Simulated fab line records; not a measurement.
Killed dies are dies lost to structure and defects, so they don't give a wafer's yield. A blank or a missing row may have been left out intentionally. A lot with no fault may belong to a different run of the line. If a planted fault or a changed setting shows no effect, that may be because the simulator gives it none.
fab line records    flow nandHarc    part 2 of 2: steps 5 to 6 of 6
[record] lots = 24  wafers = 72  lastDay = 24
route steps=1159 shown P_CONTACT@218 P_M0@266 P_M1@298
lots that met no fault: taken from a fault-free run of the same line
startH: hours from the record's opening day to when the first of the lot's shown wafers began    waitH: how many hours have passed since the lot's step before this one    " repeats the value in the row above    L1.1+2: several wafers, shown together as one row    - no value, or no start was given    * or withheld: withheld    < > ~ a bound
route shown NAME@n: a module of which the file shows steps, and the number in the route of the first    usual: mean and standard deviation over wafers with no fault    same: alike in all rows    chamber/n: place in a boat    sites: the reading at each site    _std_site: their standard deviation    _edge_site: mean of outer sites minus mean of inner sites    radiusMm: how far each site lies from the wafer's centre    mask NAME#n: copy n    behind: the most recent tool/chamber to have shaped the wafer    hold: cause of the lot's hold/its duration in hours/its outcome    device: which transistor (n, p or np) failed to switch    end of line: tests run on the same wafers once the route is complete    a step given without rows: its recipe and nothing more    killed: not the wafer's yield, but the dies lost to structure and defects at the first sort    map: dies across one wafer; x = killed, . = not, _ = none there
set.NAME: the run value of the setting; set.NAME@STEP: its run value at that earlier step    model.NAME: the simulator's own value behind a step, which no gauge read
a sample of lots followed through the steps of the route, with each step as a table and each wafer as a row
services: when a tool's chamber went out of use (startH, in hours from the record's first day, below 0 if earlier), for how many hours, and the reason
[[steps]]
[step NHARC_P_M0_PRE_CLEAN_31]
[recipe] timeS = 12  tempC = 370  rfPowerW = 300  gas = NH3
[usual] heaterPowerW = 626/79
lot.wafer  tool      chamber  startH  waitH  heaterPowerW
L074.1     pecvd-02  2        113.02  0.6    677
L074.6     "         1        "       "      747
L074.5     "         2        "       "      671
L076.5     pecvd-01  2        135.57  0.1    622
L076.4     "         0        "       "      591
L076.6     "         1        "       "      645
L075.3     pecvd-02  0        136.29  0.2    501
L075.1     "         1        "       "      790
L075.6     "         1        "       "      774
L078.1     pecvd-01  1        137.96  0.1    625
L078.6     "         0        "       "      528
L078.5     "         1        "       "      648
L077.1     pecvd-01  1        141.78  0.3    652
L077.4     "         1        "       "      667
L077.6     "         2        "       "      559
L079.1     pecvd-01  2        149.88  0.1    594
L079.2     "         1        "       "      617
L079.6     "         1        "       "      615
L080.3     pecvd-01  1        156.12  0.7    562
L080.1     "         0        "       "      581
L080.5     "         1        "       "      548
L081.2     pecvd-03  2        162.61  0.1    627
L081.3     "         0        "       "      575
L081.6     "         0        "       "      580
L082.1     pecvd-01  1        165.83  0.1    613
L082.4     "         1        "       "      605
L082.6     "         2        "       "      611
L083.1     pecvd-01  2        167.36  0.1    549
L083.2     "         1        "       "      623
L083.6     "         1        "       "      614
L084.2     pecvd-01  2        171.19  0.1    593
L084.4     "         2        "       "      603
L084.6     "         2        "       "      583
L088.3     pecvd-02  1        196.58  0.1    814
L088.2     "         2        "       "      691
L088.6     "         0        "       "      557
L085.3     pecvd-01  1        197.20  0.1    661
L085.2     "         2        "       "      576
L085.1     "         0        "       "      557
L086.2     pecvd-02  0        197.84  0.1    488
L086.1     "         1        "       "      836
L086.5     "         1        "       "      837
L087.1     pecvd-01  1        199.47  0.1    633
L087.4     "         2        "       "      640
L087.6     "         0        "       "      520
L089.1     pecvd-02  2        215.30  0.1    657
L089.6     "         2        "       "      655
L089.4     "         0        "       "      576
L090.1     pecvd-01  1        215.93  0.1    675
L090.3     "         0        "       "      573
L090.6     "         1        "       "      635
L091.6     pecvd-02  0        219.14  0.1    550
L091.5     "         1        "       "      800
L091.4     "         2        "       "      635
L093.3     pecvd-02  2        230.35  0.1    561
L093.2     "         1        "       "      823
L093.4     "         2        "       "      571
L092.3     pecvd-02  2        230.78  0.1    617
L092.6     "         2        "       "      624
L092.4     "         1        "       "      814
L095.1     pecvd-02  1        242.10  0.1    739
L095.3     "         0        "       "      537
L095.6     "         0        "       "      545
L094.1     pecvd-03  2        242.69  0.1    678
L094.2     "         0        "       "      644
L094.5     "         0        "       "      645
L096.2     pecvd-01  1        259.94  0.1    631
L096.1     "         0        "       "      635
L096.6     "         2        "       "      608
L097.3     pecvd-02  2        260.80  0.1    634
L097.4     "         1        "       "      735
L097.6     "         2        "       "      629
[step NHARC_P_M1_DESCUM_14]
[recipe] timeS = 3  o2FlowSccm = 200  arFlowSccm = 0  biasPowerW = 0  chemistry = O2
[usual] drypumpMotorCurrentA = 5.7/0.41  oesProductAu = 0.997/0.015  rfVppV = 58.0/0.86  showerheadPlenumPTorr = 1.96/0.051  throttleValvePct = 11.310/0.0097
lot.wafer  tool        chamber  startH  waitH  drypumpMotorCurrentA  oesProductAu  rfHoursCounterH  rfVppV  showerheadPlenumPTorr  throttleValvePct
L074.1     rieDiel-08  2        114.52  0.1    5.8                   0.969         10.8             58.5    1.92                   11.307
L074.5     "           1        "       "      5.7                   0.990         -                57.7    1.89                   11.310
L074.6     "           2        "       "      5.8                   0.968         -                56.0    1.92                   11.315
L076.4     rieDiel-08  3        137.04  0.1    5.0                   1.009         0.1              58.1    2.01                   11.323
L076.6     "           2        "       "      5.8                   0.979         -                57.0    1.92                   11.308
L076.5     "           3        "       "      5.0                   1.009         -                57.1    2.01                   11.313
L075.3     rieDiel-02  3        137.81  0.1    6.0                   0.979         7.2              57.3    1.87                   11.308
L075.1     "           1        "       "      6.2                   0.993         9.4              58.9    1.99                   11.315
L075.6     "           3        "       "      6.0                   1.000         -                57.5    1.87                   11.297
L078.1     rieDiel-08  3        139.43  0.1    5.0                   1.016         0.2              57.5    2.01                   11.307
L078.5     "           2        "       "      5.8                   0.987         -                57.9    1.92                   11.323
L078.6     "           3        "       "      5.0                   1.035         -                57.6    2.01                   11.294
L077.1     rieDiel-06  0        143.16  0.1    5.8                   1.018         1.4              57.4    1.98                   11.302
L077.4     "           2        "       "      5.3                   1.006         1.5              58.3    1.97                   11.312
L077.6     "           0        "       "      5.8                   1.020         -                59.3    1.98                   11.306
L079.2     rieDiel-08  3        151.25  0.1    5.0                   1.024         1.4              57.5    2.01                   11.313
L079.1     "           2        "       "      5.8                   0.987         1.4              58.7    1.92                   11.318
L079.6     "           3        "       "      5.0                   1.027         -                60.0    2.01                   11.314
L080.1     rieDiel-06  2        157.76  0.1    5.3                   0.998         1.9              56.8    1.97                   11.312
L080.3     "           3        "       "      6.0                   1.005         1.8              58.2    2.05                   11.304
L080.5     "           2        "       "      5.3                   0.997         -                59.6    1.97                   11.331
L081.3     rieDiel-02  2        164.34  0.1    6.1                   0.988         0.1              58.4    2.00                   11.303
L081.2     "           0        "       "      5.5                   1.005         0.0              57.6    1.93                   11.301
L081.6     "           2        "       "      6.1                   0.987         -                57.4    2.00                   11.306
L082.4     rieDiel-08  2        167.49  0.1    5.8                   0.977         2.2              57.1    1.92                   11.298
L082.1     "           0        "       "      5.1                   0.998         1.9              56.8    1.96                   11.316
L082.6     "           2        "       "      5.8                   0.994         -                56.9    1.92                   11.309
L083.1     rieDiel-06  0        169.06  0.1    5.8                   0.997         2.4              57.6    1.98                   11.311
L083.2     "           2        "       "      5.3                   0.994         2.4              57.8    1.97                   11.302
L083.6     "           3        "       "      6.0                   1.005         -                58.6    2.05                   11.308
L084.4     rieDiel-08  0        172.86  0.1    5.1                   0.989         2.6              58.1    1.96                   11.320
L084.2     "           3        "       "      5.0                   1.020         2.8              58.2    2.01                   11.300
L084.6     "           1        "       "      5.7                   0.975         -                57.3    1.89                   11.321
L088.3     rieDiel-08  1        197.97  0.1    5.7                   0.972         3.7              56.1    1.89                   11.306
L088.2     "           2        "       "      5.8                   0.988         4.4              57.0    1.92                   11.324
L088.6     "           0        "       "      5.1                   0.982         -                58.8    1.96                   11.309
L085.3     rieDiel-08  3        198.71  0.1    5.0                   1.012         4.0              58.2    2.01                   11.294
L085.1     "           1        "       "      5.7                   0.975         3.8              58.3    1.89                   11.286
L085.2     "           2        "       "      5.8                   0.978         4.4              58.0    1.92                   11.286
L086.1     rieDiel-08  3        199.37  0.1    5.0                   1.012         4.0              58.0    2.01                   11.313
L086.2     "           0        "       "      5.1                   0.987         4.2              59.0    1.96                   11.314
L086.5     "           3        "       "      5.0                   1.009         -                59.4    2.01                   11.317
L087.4     rieDiel-08  1        200.98  0.1    5.7                   0.983         3.9              57.6    1.89                   11.306
L087.1     "           2        "       "      5.8                   0.982         4.5              58.1    1.92                   11.313
L087.6     "           2        "       "      5.8                   0.983         -                58.0    1.92                   11.320
L089.4     rieDiel-06  1        216.82  0.1    6.2                   1.010         3.5              58.0    1.89                   11.306
L089.1     "           3        "       "      6.0                   1.000         3.1              59.1    2.05                   11.312
L089.6     "           1        "       "      6.2                   1.018         -                58.5    1.89                   11.313
L090.1     rieDiel-06  1        217.46  0.1    6.2                   1.018         3.5              58.2    1.89                   11.296
L090.3     "           2        "       "      5.4                   0.991         3.3              59.6    1.97                   11.304
L090.6     "           3        "       "      6.1                   0.997         -                58.0    2.05                   11.306
L091.4     rieDiel-02  3        220.60  0.1    6.0                   1.014         5.1              56.5    1.87                   11.321
L091.6     "           2        "       "      6.1                   0.982         -                59.5    2.00                   11.288
L091.5     "           3        "       "      6.0                   1.015         -                57.9    1.87                   11.312
L093.3     rieDiel-06  0        231.84  0.1    5.8                   1.005         3.8              58.1    1.98                   11.314
L093.2     "           1        "       "      6.2                   1.014         3.9              59.1    1.89                   11.303
L093.4     "           3        "       "      6.0                   1.004         3.7              58.3    2.05                   11.318
L092.3     rieDiel-02  1        232.30  0.1    6.1                   0.997         4.8              57.8    1.99                   11.315
L092.6     "           2        "       "      6.1                   0.989         -                57.6    2.00                   11.314
L092.4     "           1        "       "      6.1                   0.992         -                60.3    1.99                   11.313
L095.3     rieDiel-02  1        243.48  0.1    6.2                   0.990         5.1              58.5    1.99                   11.318
L095.1     "           3        "       "      6.0                   1.016         5.8              58.2    1.87                   11.303
L095.6     "           1        "       "      6.1                   0.992         -                58.1    1.99                   11.315
L094.2     rieDiel-08  2        244.18  0.1    5.8                   0.989         7.6              57.7    1.92                   11.312
L094.1     "           0        "       "      5.1                   0.993         7.1              57.6    1.95                   11.319
L094.5     "           2        "       "      5.8                   0.983         -                57.9    1.92                   11.305
L096.2     rieDiel-06  3        261.46  0.1    6.0                   0.994         0.2              59.0    2.05                   11.323
L096.1     "           0        "       "      5.8                   0.989         0.2              57.4    1.98                   11.310
L096.6     "           3        "       "      6.0                   0.996         -                59.5    2.05                   11.315
L097.4     rieDiel-02  3        262.30  0.1    6.0                   1.019         7.8              57.4    1.87                   11.309
L097.3     "           1        "       "      6.2                   0.989         6.5              58.0    1.99                   11.325
L097.6     "           3        "       "      6.0                   1.015         -                56.0    1.87                   11.308
[[services]]
tool        chamber  startH  hours  kind
rieDiel-03  0        79.24   2.6    repair
cmp-01      -        81.50   4.0    pm
rieDiel-03  3        81.71   6.9    repair
rieDiel-08  1        86.30   12.2   repair
rieDiel-12  2        102.08  16.6   repair
pecvd-03    -        111.00  13.0   pm
rieDiel-08  -        124.80  9.0    pm
rieDiel-03  2        125.52  20.1   repair
rieDiel-10  1        128.53  30.7   repair
rieDiel-08  1        142.55  12.7   repair
rieDiel-10  2        150.35  82.1   repair
rieDiel-12  -        156.59  2.6    repair
pecvd-01    0        162.30  10.5   repair
rieDiel-12  -        171.28  0.6    repair
rieDiel-10  -        176.50  9.0    pm
cmp-01      -        179.50  4.0    pm
pecvd-01    2        182.47  6.4    repair
rieDiel-12  -        202.47  9.0    pm
cmp-01      -        209.96  3.3    repair
rieDiel-12  0        211.63  6.9    repair
rieDiel-03  -        215.30  9.0    pm
rieDiel-08  -        223.26  0.2    repair
pecvd-01    -        237.10  13.0   pm
pecvd-01    -        262.27  2.1    repair
